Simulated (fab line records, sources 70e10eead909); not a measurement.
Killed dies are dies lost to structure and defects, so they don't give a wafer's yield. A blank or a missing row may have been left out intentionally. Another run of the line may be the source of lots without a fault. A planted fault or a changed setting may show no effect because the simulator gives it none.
Chamber matching | flow nand harc | NHARC_P_BONDPAD_ACTIVATE_29 on rie diel-04: 4 sister chambers
The step chemistry N2, time 60 s. 7 wafers are shown with their chamber, then 7 later ones without.

EACH WAFER AND ITS CHAMBER
wafer  | chamber | showerhead plenum p Torr (Torr) | oes product au (a.u.)
L074.6 | 1       | 1.77                            | 1.027
L082.5 | 2       | 1.85                            | 1.006
L084.1 | 0       | 1.86                            | 0.991
L084.2 | 2       | 1.85                            | 0.999
L084.4 | 3       | 1.90                            | 0.994
L091.2 | 0       | 1.85                            | 1.014
L091.4 | 3       | 1.90                            | 1.008

WAFERS MISSING THEIR CHAMBER
wafer  | showerhead plenum p Torr (Torr) | oes product au (a.u.)
L091.6 | 1.77                            | 1.004
L090.1 | 1.85                            | 1.010
L090.5 | 1.77                            | 0.998
L090.6 | 1.85                            | 1.014
L092.2 | 1.77                            | 1.000
L092.3 | 1.85                            | 1.011
L092.5 | 1.77                            | 1.005

EACH ONE'S CHAMBER
wafer  | from the rows above     | in truth
L091.6 | 1                       | 1
L090.1 | can't be placed: 2 or 0 | 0
L090.5 | 1                       | 1
L090.6 | can't be placed: 2 or 0 | 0
L092.2 | 1                       | 1
L092.3 | can't be placed: 2 or 0 | 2
L092.5 | 1                       | 1
4 of 7 placed correctly. From these rows, 3 cannot be placed; in 3 the true chamber is one of the candidates. 0 placed wrongly.
How it was worked out, from the rows above alone: a wafer's distance from a chamber is the root of the sum, over the readings, of the square of ((its reading less the chamber's mean) divided by the reading's scatter). The wafer belongs to the nearest chamber; if the next one is less than 2 further off, it can't be placed. The mean given for a chamber averages the wafers shown for that chamber. How the scatter is found: for the shown wafers, subtract from each reading the mean of its chamber, square and add these, divide the total by (wafers less chambers), then take the root.
